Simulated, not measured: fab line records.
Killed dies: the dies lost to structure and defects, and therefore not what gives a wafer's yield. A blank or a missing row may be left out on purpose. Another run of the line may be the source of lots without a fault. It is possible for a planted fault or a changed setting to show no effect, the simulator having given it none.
fab line records / flow n5_finfet / part 2 of 2: steps 24 to 31 of 31
record: lots: 5 wafers: 15 last_day: 19
route steps=1938 shown PMOS_HMC_CHANNEL_EPI@86 FIN_SAQP@90
lots that met no fault: taken from a fault-free run of the same line
start_h: hours from the record's first day to the start of the lot's first wafer shown / wait_h: time in hours since the lot's previous step / " as in the row above / L1.1+2: a single row standing in for several wafers / - no value, or no start given / * or withheld: withheld / < > ~ a bound
route shown NAME@n: a module of which the file shows steps, and the number in the route of the first / usual: mean and standard deviation over wafers with no fault / same: alike in all rows / chamber/n: place in a boat / sites: per-site readings / _std_site: the values' standard deviation / _edge_site: the outer-site mean with the inner-site mean subtracted / radius_mm: for every site, how far away it sits from the centre of the wafer / mask NAME#n: copy n / behind: the most recent tool/chamber to have shaped the wafer / hold: what put the lot on hold/how long, in hours/how the hold closed / device: the n, p or np transistor that did not switch / end of line: the tests these same wafers got at the end of their route / a step with no rows: only its recipe / killed: not the wafer's yield, but the dies lost to structure and defects at the first sort / map: a wafer's dies, x killed, . not, _ none there
set.NAME: the run value of the setting; set.NAME@STEP: its run value at that earlier step / model.NAME: the simulator's own value behind a step, which no gauge read
lots at selected steps of the route; one table per step, one row per wafer
services: from which hour (start_h, from the record's first day; less than 0 if before it) a tool's chamber was out of use, for how many hours, and why
== steps ==
step: N5_FIN_SAQP_DEVELOP_15
recipe: develop_time_s: 30 developer: TMAH resist: CAR-ArF dev_temp_c: 23 rinse_liquid: diw dry: air_spin
usual: chill_plate_temp_C: 23.01/0.1
lot.wafer=L084.2 tool=litho_track-03 chamber=0 start_h=- wait_h=- chill_plate_temp_C=23.07
lot.wafer=L084.3 tool=litho_track-03 chamber=0 start_h=- wait_h=- chill_plate_temp_C=23.09
lot.wafer=L084.5 tool=litho_track-03 chamber=0 start_h=- wait_h=- chill_plate_temp_C=22.97
lot.wafer=L085.1 tool=litho_track-01 chamber=0 start_h=- wait_h=- chill_plate_temp_C=22.93
lot.wafer=L085.5 tool=litho_track-01 chamber=0 start_h=- wait_h=- chill_plate_temp_C=23.03
lot.wafer=L085.6 tool=litho_track-01 chamber=0 start_h=- wait_h=- chill_plate_temp_C=23.01
lot.wafer=L089.1 tool=litho_track-03 chamber=0 start_h=- wait_h=- chill_plate_temp_C=23.04
lot.wafer=L089.4 tool=litho_track-03 chamber=0 start_h=- wait_h=- chill_plate_temp_C=23.07
lot.wafer=L089.5 tool=litho_track-03 chamber=0 start_h=- wait_h=- chill_plate_temp_C=22.99
lot.wafer=L093.2 tool=litho_track-01 chamber=0 start_h=- wait_h=- chill_plate_temp_C=23.07
lot.wafer=L093.3 tool=litho_track-01 chamber=0 start_h=- wait_h=- chill_plate_temp_C=23.05
lot.wafer=L093.5 tool=litho_track-01 chamber=0 start_h=- wait_h=- chill_plate_temp_C=23.04
lot.wafer=L094.3 tool=litho_track-03 chamber=0 start_h=- wait_h=- chill_plate_temp_C=23.11
lot.wafer=L094.4 tool=litho_track-03 chamber=0 start_h=- wait_h=- chill_plate_temp_C=22.88
lot.wafer=L094.6 tool=litho_track-03 chamber=0 start_h=- wait_h=- chill_plate_temp_C=22.98
step: N5_FIN_SAQP_CD_MEAS_16
recipe: target_cd_nm: 35.6 landing_energy_ev: 500 detector: se_inlens
usual: cd_nm: 35.8/0.34
lot.wafer=L084.2 tool=cd_sem-03 chamber=0 start_h=82.29 wait_h=- cd_nm=35.8
lot.wafer=L084.3 tool=cd_sem-03 chamber=0 start_h=82.29 wait_h=- cd_nm=35.7
lot.wafer=L084.5 tool=cd_sem-03 chamber=0 start_h=82.29 wait_h=- cd_nm=35.7
lot.wafer=L085.1 tool=cd_sem-03 chamber=0 start_h=92.39 wait_h=- cd_nm=35.8
lot.wafer=L085.5 tool=cd_sem-03 chamber=0 start_h=92.39 wait_h=- cd_nm=35.3
lot.wafer=L085.6 tool=cd_sem-03 chamber=0 start_h=92.39 wait_h=- cd_nm=35.7
lot.wafer=L089.1 tool=cd_sem-01 chamber=0 start_h=111.66 wait_h=- cd_nm=35.5
lot.wafer=L089.4 tool=cd_sem-01 chamber=0 start_h=111.66 wait_h=- cd_nm=35.3
lot.wafer=L089.5 tool=cd_sem-01 chamber=0 start_h=111.66 wait_h=- cd_nm=35.3
lot.wafer=L093.2 tool=cd_sem-03 chamber=0 start_h=136.43 wait_h=- cd_nm=36.0
lot.wafer=L093.3 tool=cd_sem-03 chamber=0 start_h=136.43 wait_h=- cd_nm=36.0
lot.wafer=L093.5 tool=cd_sem-03 chamber=0 start_h=136.43 wait_h=- cd_nm=36.0
lot.wafer=L094.3 tool=cd_sem-03 chamber=0 start_h=141.39 wait_h=- cd_nm=35.6
lot.wafer=L094.4 tool=cd_sem-03 chamber=0 start_h=141.39 wait_h=- cd_nm=35.8
lot.wafer=L094.6 tool=cd_sem-03 chamber=0 start_h=141.39 wait_h=- cd_nm=35.7
step: N5_FIN_SAQP_OVL_MEAS_17
recipe: points_per_wafer: 44
usual: FIN_CORE_OVL: -0.2/0.9
lot.wafer=L084.2 tool=overlay-01 chamber=0 start_h=82.33 wait_h=0.0 FIN_CORE_OVL[nm]=-0.1
lot.wafer=L084.3 tool=overlay-01 chamber=0 start_h=82.33 wait_h=0.0 FIN_CORE_OVL[nm]=-1.4
lot.wafer=L084.5 tool=overlay-01 chamber=0 start_h=82.33 wait_h=0.0 FIN_CORE_OVL[nm]=-2.1
lot.wafer=L085.1 tool=overlay-01 chamber=0 start_h=92.43 wait_h=0.0 FIN_CORE_OVL[nm]=0.0
lot.wafer=L085.5 tool=overlay-01 chamber=0 start_h=92.43 wait_h=0.0 FIN_CORE_OVL[nm]=-1.3
lot.wafer=L085.6 tool=overlay-01 chamber=0 start_h=92.43 wait_h=0.0 FIN_CORE_OVL[nm]=-0.1
lot.wafer=L089.1 tool=overlay-01 chamber=0 start_h=111.70 wait_h=0.0 FIN_CORE_OVL[nm]=-0.5
lot.wafer=L089.4 tool=overlay-01 chamber=0 start_h=111.70 wait_h=0.0 FIN_CORE_OVL[nm]=-0.1
lot.wafer=L089.5 tool=overlay-01 chamber=0 start_h=111.70 wait_h=0.0 FIN_CORE_OVL[nm]=-1.1
lot.wafer=L093.2 tool=overlay-02 chamber=0 start_h=136.47 wait_h=0.0 FIN_CORE_OVL[nm]=-0.4
lot.wafer=L093.3 tool=overlay-02 chamber=0 start_h=136.47 wait_h=0.0 FIN_CORE_OVL[nm]=-1.2
lot.wafer=L093.5 tool=overlay-02 chamber=0 start_h=136.47 wait_h=0.0 FIN_CORE_OVL[nm]=-1.7
lot.wafer=L094.3 tool=overlay-01 chamber=0 start_h=141.42 wait_h=0.0 FIN_CORE_OVL[nm]=-0.3
lot.wafer=L094.4 tool=overlay-01 chamber=0 start_h=141.42 wait_h=0.0 FIN_CORE_OVL[nm]=-0.7
lot.wafer=L094.6 tool=overlay-01 chamber=0 start_h=141.42 wait_h=0.0 FIN_CORE_OVL[nm]=0.2
step: N5_FIN_SAQP_INSPECT_18
recipe: mode: adi inspect_instrument: brightfield
usual: raw_defect_count: 438/140
lot.wafer=L084.2 tool=defect_inspect-01 chamber=- start_h=82.36 wait_h=0.0 raw_defect_count=333
lot.wafer=L084.3 tool=defect_inspect-01 chamber=- start_h=82.36 wait_h=0.0 raw_defect_count=364
lot.wafer=L084.5 tool=defect_inspect-01 chamber=- start_h=82.36 wait_h=0.0 raw_defect_count=295
lot.wafer=L085.1 tool=defect_inspect-02 chamber=- start_h=92.45 wait_h=0.0 raw_defect_count=370
lot.wafer=L085.5 tool=defect_inspect-02 chamber=- start_h=92.45 wait_h=0.0 raw_defect_count=454
lot.wafer=L085.6 tool=defect_inspect-02 chamber=- start_h=92.45 wait_h=0.0 raw_defect_count=556
lot.wafer=L089.1 tool=defect_inspect-02 chamber=- start_h=111.73 wait_h=0.0 raw_defect_count=324
lot.wafer=L089.4 tool=defect_inspect-02 chamber=- start_h=111.73 wait_h=0.0 raw_defect_count=392
lot.wafer=L089.5 tool=defect_inspect-02 chamber=- start_h=111.73 wait_h=0.0 raw_defect_count=331
lot.wafer=L093.2 tool=defect_inspect-02 chamber=- start_h=136.49 wait_h=0.0 raw_defect_count=420
lot.wafer=L093.3 tool=defect_inspect-02 chamber=- start_h=136.49 wait_h=0.0 raw_defect_count=508
lot.wafer=L093.5 tool=defect_inspect-02 chamber=- start_h=136.49 wait_h=0.0 raw_defect_count=502
lot.wafer=L094.3 tool=defect_inspect-01 chamber=- start_h=141.45 wait_h=0.0 raw_defect_count=444
lot.wafer=L094.4 tool=defect_inspect-01 chamber=- start_h=141.45 wait_h=0.0 raw_defect_count=351
lot.wafer=L094.6 tool=defect_inspect-01 chamber=- start_h=141.45 wait_h=0.0 raw_defect_count=461
step: N5_FIN_SAQP_DESCUM_21
recipe: chemistry: O2 time_s: 7.9 source_power_w: 50 bias_power_w: 20 pressure_mtorr: 20 rf_frequency_hz: 2.712e+07 temp_c: 40 resist: CAR-ArF o2_flow_sccm: 225
usual: drypump_motor_current_A: 5.9/0.5 oes_product_au: 0.76/0.087 rf_vpp_V: 242.8/1.4 showerhead_plenum_p_Torr: 2.08/0.065 throttle_valve_pct: 20.52/0.29
lot.wafer=L084.2 tool=rie_diel-01 chamber=0 start_h=82.41 wait_h=0.1 drypump_motor_current_A=6.4 oes_product_au=0.73 rf_hours_counter_h=160 rf_vpp_V=244.5 showerhead_plenum_p_Torr=2.17 throttle_valve_pct=20.60
lot.wafer=L084.3 tool=rie_diel-01 chamber=1 start_h=82.41 wait_h=0.1 drypump_motor_current_A=5.7 oes_product_au=0.66 rf_hours_counter_h=249 rf_vpp_V=242.1 showerhead_plenum_p_Torr=2.05 throttle_valve_pct=20.84
lot.wafer=L084.5 tool=rie_diel-01 chamber=0 start_h=82.41 wait_h=0.1 drypump_motor_current_A=6.4 oes_product_au=0.73 rf_hours_counter_h=- rf_vpp_V=244.5 showerhead_plenum_p_Torr=2.17 throttle_valve_pct=20.61
lot.wafer=L085.1 tool=rie_diel-04 chamber=1 start_h=92.48 wait_h=0.0 drypump_motor_current_A=6.4 oes_product_au=0.69 rf_hours_counter_h=224 rf_vpp_V=244.5 showerhead_plenum_p_Torr=2.16 throttle_valve_pct=20.44
lot.wafer=L085.5 tool=rie_diel-04 chamber=1 start_h=92.48 wait_h=0.0 drypump_motor_current_A=6.4 oes_product_au=0.69 rf_hours_counter_h=- rf_vpp_V=244.3 showerhead_plenum_p_Torr=2.16 throttle_valve_pct=20.44
lot.wafer=L085.6 tool=rie_diel-04 chamber=0 start_h=92.48 wait_h=0.0 drypump_motor_current_A=6.0 oes_product_au=0.78 rf_hours_counter_h=- rf_vpp_V=243.7 showerhead_plenum_p_Torr=2.12 throttle_valve_pct=20.88
lot.wafer=L089.1 tool=rie_diel-01 chamber=3 start_h=111.77 wait_h=0.0 drypump_motor_current_A=5.9 oes_product_au=0.99 rf_hours_counter_h=9 rf_vpp_V=241.8 showerhead_plenum_p_Torr=2.06 throttle_valve_pct=20.00
lot.wafer=L089.4 tool=rie_diel-01 chamber=2 start_h=111.77 wait_h=0.0 drypump_motor_current_A=6.6 oes_product_au=0.78 rf_hours_counter_h=- rf_vpp_V=240.8 showerhead_plenum_p_Torr=2.03 throttle_valve_pct=20.91
lot.wafer=L089.5 tool=rie_diel-01 chamber=3 start_h=111.77 wait_h=0.0 drypump_motor_current_A=5.9 oes_product_au=1.00 rf_hours_counter_h=- rf_vpp_V=243.0 showerhead_plenum_p_Torr=2.06 throttle_valve_pct=20.00
lot.wafer=L093.2 tool=rie_diel-04 chamber=3 start_h=136.56 wait_h=0.1 drypump_motor_current_A=5.2 oes_product_au=0.71 rf_hours_counter_h=219 rf_vpp_V=241.3 showerhead_plenum_p_Torr=1.98 throttle_valve_pct=20.30
lot.wafer=L093.3 tool=rie_diel-04 chamber=1 start_h=136.56 wait_h=0.1 drypump_motor_current_A=6.4 oes_product_au=0.68 rf_hours_counter_h=241 rf_vpp_V=242.7 showerhead_plenum_p_Torr=2.15 throttle_valve_pct=20.45
lot.wafer=L093.5 tool=rie_diel-04 chamber=1 start_h=136.56 wait_h=0.1 drypump_motor_current_A=6.4 oes_product_au=0.67 rf_hours_counter_h=- rf_vpp_V=243.1 showerhead_plenum_p_Torr=2.15 throttle_valve_pct=20.48
lot.wafer=L094.3 tool=rie_diel-04 chamber=0 start_h=141.48 wait_h=0.0 drypump_motor_current_A=6.0 oes_product_au=0.76 rf_hours_counter_h=118 rf_vpp_V=244.1 showerhead_plenum_p_Torr=2.12 throttle_valve_pct=20.88
lot.wafer=L094.4 tool=rie_diel-04 chamber=1 start_h=141.48 wait_h=0.0 drypump_motor_current_A=6.4 oes_product_au=0.68 rf_hours_counter_h=- rf_vpp_V=243.9 showerhead_plenum_p_Torr=2.15 throttle_valve_pct=20.47
lot.wafer=L094.6 tool=rie_diel-04 chamber=0 start_h=141.48 wait_h=0.0 drypump_motor_current_A=6.0 oes_product_au=0.77 rf_hours_counter_h=- rf_vpp_V=243.1 showerhead_plenum_p_Torr=2.12 throttle_valve_pct=20.90
step: N5_FIN_SAQP_ETCH_51
recipe: chemistry: CF4 target: SiARC target_depth_a: 455 mask_material: CAR-ArF time_s: 75.8 ion_energy_ev: 80 pressure_mtorr: 40 source_w: 545 bias_w: 36 Ar_flow_sccm: 100 cf4_flow_sccm: 100 ends: cleared
usual: drypump_motor_current_A: 5.9/0.5 etch_rf_on_time_s: 77.2/1.8 oes_product_au: 0.65/0.072 rf_vpp_V: 183.7/1.2 showerhead_plenum_p_Torr: 2.12/0.066 throttle_valve_pct: 15.66/0.26
lot.wafer=L084.2 tool=rie_diel-01 chamber=0 start_h=82.45 wait_h=0.0 drypump_motor_current_A=6.4 etch_rf_on_time_s=78.2 oes_product_au=0.63 rf_hours_counter_h=160 rf_vpp_V=185.1 showerhead_plenum_p_Torr=2.23 throttle_valve_pct=15.85
lot.wafer=L084.3 tool=rie_diel-01 chamber=1 start_h=82.45 wait_h=0.0 drypump_motor_current_A=5.8 etch_rf_on_time_s=76.7 oes_product_au=0.58 rf_hours_counter_h=249 rf_vpp_V=182.9 showerhead_plenum_p_Torr=2.10 throttle_valve_pct=16.04
lot.wafer=L084.5 tool=rie_diel-01 chamber=0 start_h=82.45 wait_h=0.0 drypump_motor_current_A=6.4 etch_rf_on_time_s=76.9 oes_product_au=0.64 rf_hours_counter_h=- rf_vpp_V=185.7 showerhead_plenum_p_Torr=2.23 throttle_valve_pct=15.86
lot.wafer=L085.1 tool=rie_diel-04 chamber=1 start_h=92.52 wait_h=0.0 drypump_motor_current_A=6.4 etch_rf_on_time_s=82.5 oes_product_au=0.57 rf_hours_counter_h=224 rf_vpp_V=184.6 showerhead_plenum_p_Torr=2.19 throttle_valve_pct=15.60
lot.wafer=L085.5 tool=rie_diel-04 chamber=1 start_h=92.52 wait_h=0.0 drypump_motor_current_A=6.4 etch_rf_on_time_s=82.4 oes_product_au=0.56 rf_hours_counter_h=- rf_vpp_V=184.9 showerhead_plenum_p_Torr=2.19 throttle_valve_pct=15.62
lot.wafer=L085.6 tool=rie_diel-04 chamber=0 start_h=92.52 wait_h=0.0 drypump_motor_current_A=6.0 etch_rf_on_time_s=77.4 oes_product_au=0.67 rf_hours_counter_h=- rf_vpp_V=185.1 showerhead_plenum_p_Torr=2.16 throttle_valve_pct=15.93
lot.wafer=L089.1 tool=rie_diel-01 chamber=3 start_h=111.80 wait_h=0.0 drypump_motor_current_A=5.9 etch_rf_on_time_s=74.6 oes_product_au=0.84 rf_hours_counter_h=9 rf_vpp_V=185.4 showerhead_plenum_p_Torr=2.11 throttle_valve_pct=15.12
lot.wafer=L089.4 tool=rie_diel-01 chamber=2 start_h=111.80 wait_h=0.0 drypump_motor_current_A=6.6 etch_rf_on_time_s=75.9 oes_product_au=0.67 rf_hours_counter_h=- rf_vpp_V=184.3 showerhead_plenum_p_Torr=2.07 throttle_valve_pct=15.96
lot.wafer=L089.5 tool=rie_diel-01 chamber=3 start_h=111.80 wait_h=0.0 drypump_motor_current_A=6.0 etch_rf_on_time_s=74.7 oes_product_au=0.83 rf_hours_counter_h=- rf_vpp_V=183.8 showerhead_plenum_p_Torr=2.11 throttle_valve_pct=15.08
lot.wafer=L093.2 tool=rie_diel-04 chamber=3 start_h=136.60 wait_h=0.0 drypump_motor_current_A=5.2 etch_rf_on_time_s=77.3 oes_product_au=0.60 rf_hours_counter_h=219 rf_vpp_V=182.6 showerhead_plenum_p_Torr=2.03 throttle_valve_pct=15.49
lot.wafer=L093.3 tool=rie_diel-04 chamber=1 start_h=136.60 wait_h=0.0 drypump_motor_current_A=6.4 etch_rf_on_time_s=81.7 oes_product_au=0.56 rf_hours_counter_h=241 rf_vpp_V=184.1 showerhead_plenum_p_Torr=2.19 throttle_valve_pct=15.64
lot.wafer=L093.5 tool=rie_diel-04 chamber=1 start_h=136.60 wait_h=0.0 drypump_motor_current_A=6.4 etch_rf_on_time_s=81.3 oes_product_au=0.57 rf_hours_counter_h=- rf_vpp_V=183.8 showerhead_plenum_p_Torr=2.19 throttle_valve_pct=15.64
lot.wafer=L094.3 tool=rie_diel-04 chamber=0 start_h=141.52 wait_h=0.0 drypump_motor_current_A=6.0 etch_rf_on_time_s=77.2 oes_product_au=0.66 rf_hours_counter_h=118 rf_vpp_V=183.7 showerhead_plenum_p_Torr=2.15 throttle_valve_pct=15.93
lot.wafer=L094.4 tool=rie_diel-04 chamber=1 start_h=141.52 wait_h=0.0 drypump_motor_current_A=6.4 etch_rf_on_time_s=80.6 oes_product_au=0.57 rf_hours_counter_h=- rf_vpp_V=183.6 showerhead_plenum_p_Torr=2.19 throttle_valve_pct=15.63
lot.wafer=L094.6 tool=rie_diel-04 chamber=0 start_h=141.52 wait_h=0.0 drypump_motor_current_A=6.0 etch_rf_on_time_s=76.7 oes_product_au=0.66 rf_hours_counter_h=- rf_vpp_V=184.4 showerhead_plenum_p_Torr=2.15 throttle_valve_pct=15.94
step: N5_FIN_SAQP_ETCH_52
recipe: chemistry: N2/H2 target: SOC target_depth_a: 1000 overetch_a: 200 mask_material: SiARC temp_c: 40 time_s: 150 ion_energy_ev: 200 pressure_mtorr: 30 source_w: 840 bias_w: 150 n2_flow_sccm: 200 h2_flow_sccm: 200 ends: end_point
usual: drypump_motor_current_A: 5.9/0.5 n2_flow_sccm: 200.0/0.62 oes_product_au: 0.68/0.07 rf_vpp_V: 523.3/2.5 showerhead_plenum_p_Torr: 2.52/0.085 throttle_valve_pct: 17.9/0.31
lot.wafer=L084.2 tool=rie_diel-01 chamber=0 start_h=82.50 wait_h=0.0 drypump_motor_current_A=6.4 n2_flow_sccm=201.4 oes_product_au=0.67 rf_hours_counter_h=160 rf_vpp_V=526.9 showerhead_plenum_p_Torr=2.63 throttle_valve_pct=18.0
lot.wafer=L084.3 tool=rie_diel-01 chamber=1 start_h=82.50 wait_h=0.0 drypump_motor_current_A=5.8 n2_flow_sccm=199.7 oes_product_au=0.60 rf_hours_counter_h=249 rf_vpp_V=523.8 showerhead_plenum_p_Torr=2.50 throttle_valve_pct=18.2
lot.wafer=L084.5 tool=rie_diel-01 chamber=0 start_h=82.50 wait_h=0.0 drypump_motor_current_A=6.4 n2_flow_sccm=200.0 oes_product_au=0.67 rf_hours_counter_h=- rf_vpp_V=526.4 showerhead_plenum_p_Torr=2.63 throttle_valve_pct=18.0
lot.wafer=L085.1 tool=rie_diel-04 chamber=1 start_h=92.58 wait_h=0.0 drypump_motor_current_A=6.4 n2_flow_sccm=200.9 oes_product_au=0.62 rf_hours_counter_h=224 rf_vpp_V=524.7 showerhead_plenum_p_Torr=2.63 throttle_valve_pct=17.9
lot.wafer=L085.5 tool=rie_diel-04 chamber=1 start_h=92.58 wait_h=0.0 drypump_motor_current_A=6.4 n2_flow_sccm=200.8 oes_product_au=0.62 rf_hours_counter_h=- rf_vpp_V=525.9 showerhead_plenum_p_Torr=2.63 throttle_valve_pct=17.9
lot.wafer=L085.6 tool=rie_diel-04 chamber=0 start_h=92.58 wait_h=0.0 drypump_motor_current_A=6.0 n2_flow_sccm=200.3 oes_product_au=0.70 rf_hours_counter_h=- rf_vpp_V=523.5 showerhead_plenum_p_Torr=2.56 throttle_valve_pct=18.2
lot.wafer=L089.1 tool=rie_diel-01 chamber=3 start_h=111.86 wait_h=0.0 drypump_motor_current_A=5.9 n2_flow_sccm=199.5 oes_product_au=0.87 rf_hours_counter_h=9 rf_vpp_V=521.7 showerhead_plenum_p_Torr=2.47 throttle_valve_pct=17.2
lot.wafer=L089.4 tool=rie_diel-01 chamber=2 start_h=111.86 wait_h=0.0 drypump_motor_current_A=6.6 n2_flow_sccm=200.1 oes_product_au=0.70 rf_hours_counter_h=- rf_vpp_V=522.0 showerhead_plenum_p_Torr=2.44 throttle_valve_pct=18.3
lot.wafer=L089.5 tool=rie_diel-01 chamber=3 start_h=111.86 wait_h=0.0 drypump_motor_current_A=6.0 n2_flow_sccm=201.0 oes_product_au=0.87 rf_hours_counter_h=- rf_vpp_V=524.4 showerhead_plenum_p_Torr=2.47 throttle_valve_pct=17.1
lot.wafer=L093.2 tool=rie_diel-04 chamber=3 start_h=136.65 wait_h=0.0 drypump_motor_current_A=5.2 n2_flow_sccm=200.6 oes_product_au=0.64 rf_hours_counter_h=219 rf_vpp_V=518.7 showerhead_plenum_p_Torr=2.40 throttle_valve_pct=17.6
lot.wafer=L093.3 tool=rie_diel-04 chamber=1 start_h=136.65 wait_h=0.0 drypump_motor_current_A=6.4 n2_flow_sccm=200.4 oes_product_au=0.62 rf_hours_counter_h=241 rf_vpp_V=525.7 showerhead_plenum_p_Torr=2.62 throttle_valve_pct=18.0
lot.wafer=L093.5 tool=rie_diel-04 chamber=1 start_h=136.65 wait_h=0.0 drypump_motor_current_A=6.4 n2_flow_sccm=199.8 oes_product_au=0.62 rf_hours_counter_h=- rf_vpp_V=526.4 showerhead_plenum_p_Torr=2.62 throttle_valve_pct=18.0
lot.wafer=L094.3 tool=rie_diel-04 chamber=0 start_h=141.57 wait_h=0.0 drypump_motor_current_A=6.0 n2_flow_sccm=200.6 oes_product_au=0.69 rf_hours_counter_h=118 rf_vpp_V=524.5 showerhead_plenum_p_Torr=2.56 throttle_valve_pct=18.2
lot.wafer=L094.4 tool=rie_diel-04 chamber=1 start_h=141.57 wait_h=0.0 drypump_motor_current_A=6.4 n2_flow_sccm=199.6 oes_product_au=0.61 rf_hours_counter_h=- rf_vpp_V=526.9 showerhead_plenum_p_Torr=2.62 throttle_valve_pct=18.0
lot.wafer=L094.6 tool=rie_diel-04 chamber=0 start_h=141.57 wait_h=0.0 drypump_motor_current_A=6.0 n2_flow_sccm=200.6 oes_product_au=0.69 rf_hours_counter_h=- rf_vpp_V=526.3 showerhead_plenum_p_Torr=2.56 throttle_valve_pct=18.2
step: N5_FIN_SAQP_STRIP_53
recipe: chemistry: N2/H2 temp_c: 40 n2_flow_sccm: 200 h2_flow_sccm: 200 rf_frequency_hz: 6e+07
lot.wafer=L084.2+3+5 tool=rie_diel-01 chamber=0,1,0 start_h=82.60 wait_h=0.0
lot.wafer=L085.1+5+6 tool=rie_diel-04 chamber=1,1,0 start_h=92.67 wait_h=0.0
lot.wafer=L089.1+4+5 tool=rie_diel-01 chamber=3,2,3 start_h=111.95 wait_h=0.0
lot.wafer=L093.2+3+5 tool=rie_diel-04 chamber=3,1,1 start_h=136.75 wait_h=0.0
lot.wafer=L094.3+4+6 tool=rie_diel-04 chamber=0,1,0 start_h=141.67 wait_h=0.0
== services ==
tool=litho_track-01 chamber=- start_h=57.46 hours=- kind=consumable_replace:filter
tool=pecvd-03 chamber=1 start_h=59.37 hours=15.9 kind=repair
tool=wet_bench-06 chamber=- start_h=71.57 hours=4.0 kind=repair
tool=arfi_scanner-03 chamber=- start_h=73.95 hours=1.3 kind=repair
tool=arfi_scanner-03 chamber=- start_h=77.43 hours=0.4 kind=repair
tool=ald_sin-02 chamber=0 start_h=78.91 hours=3.3 kind=repair
tool=arfi_scanner-03 chamber=- start_h=80.00 hours=18.7 kind=repair
tool=arfi_scanner-01 chamber=- start_h=83.87 hours=3.1 kind=pm
tool=ald_sin-01 chamber=- start_h=85.61 hours=14.0 kind=pm
tool=rtp_anneal-01 chamber=- start_h=86.69 hours=93.9 kind=pm
tool=arfi_scanner-02 chamber=- start_h=92.66 hours=1.0 kind=pm
tool=arfi_scanner-02 chamber=- start_h=97.12 hours=1.3 kind=pm
tool=rie_diel-01 chamber=0 start_h=100.51 hours=13.7 kind=repair
tool=pecvd-03 chamber=2 start_h=101.61 hours=3.9 kind=repair
tool=pecvd-03 chamber=0 start_h=103.00 hours=14.9 kind=repair
tool=arfi_scanner-03 chamber=- start_h=110.12 hours=1.0 kind=pm
tool=rie_diel-04 chamber=2 start_h=110.41 hours=45.9 kind=repair
tool=rie_diel-04 chamber=- start_h=115.75 hours=0.4 kind=repair
tool=arfi_scanner-01 chamber=- start_h=116.81 hours=1.3 kind=pm
tool=arfi_scanner-02 chamber=- start_h=124.81 hours=0.8 kind=pm
tool=pecvd-02 chamber=0 start_h=125.05 hours=9.5 kind=repair
tool=wet_bench-06 chamber=- start_h=127.30 hours=6.4 kind=repair
tool=arfi_scanner-03 chamber=- start_h=132.51 hours=0.7 kind=repair
tool=epi_rpcvd-03 chamber=- start_h=140.36 hours=28.1 kind=pm
